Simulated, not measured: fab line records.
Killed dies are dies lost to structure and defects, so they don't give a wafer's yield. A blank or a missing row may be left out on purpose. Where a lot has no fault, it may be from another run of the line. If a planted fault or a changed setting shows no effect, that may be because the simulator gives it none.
Matching of chambers -- flow n5_finfet -- 4 sister chambers for N5_BEOL_M6_VIA_ETCH_34 on rie_diel-06
The step etches SiCOH lowk in C4F6/O2, target depth 126.3 nm, time 50.9 s. 8 wafers are shown with their chamber, then 11 later ones without.

## EACH WAFER AND ITS CHAMBER
wafer,chamber,drypump_motor_current_A (A),rf_vpp_V (V)
L083.3,3,4.9,662
L084.6,1,5.6,671
L085.6,1,5.6,672
L086.5,0,5.2,683
L087.1,2,5.6,639
L087.2,3,4.9,672
L087.5,2,5.7,639
L089.2,0,5.2,682

## WAFERS WHOSE CHAMBER IS MISSING
wafer,drypump_motor_current_A (A),rf_vpp_V (V)
L089.3,4.9,673
L089.5,5.2,684
L094.1,5.5,673
L094.2,5.6,637
L094.6,4.9,672
L096.1,5.0,671
L096.2,5.6,639
L096.4,5.2,684
L097.1,5.6,636
L097.2,4.9,672
L097.4,5.2,682

## WHICH CHAMBER EACH ONE RAN IN
wafer,from the rows above,in truth
L089.3,3,3
L089.5,0,0
L094.1,1,1
L094.2,2,2
L094.6,3,3
L096.1,3,3
L096.2,2,2
L096.4,0,0
L097.1,2,2
L097.2,3,3
L097.4,0,0
11 of 11 placed correctly. Number that these rows cannot place: 0. 0 placed wrongly.
How it was worked out, from the rows above alone: a wafer's distance from a chamber is the root of the sum, over the readings, of the square of ((its reading less the chamber's mean) divided by the reading's scatter). The wafer belongs to the nearest chamber; if the next one is less than 2 further off, it can't be placed. Each chamber's mean is taken over the wafers shown for it. The scatter is the square root of a quotient: the sum, over the shown wafers, of each reading's squared deviation from its chamber's mean, divided by wafers minus chambers.
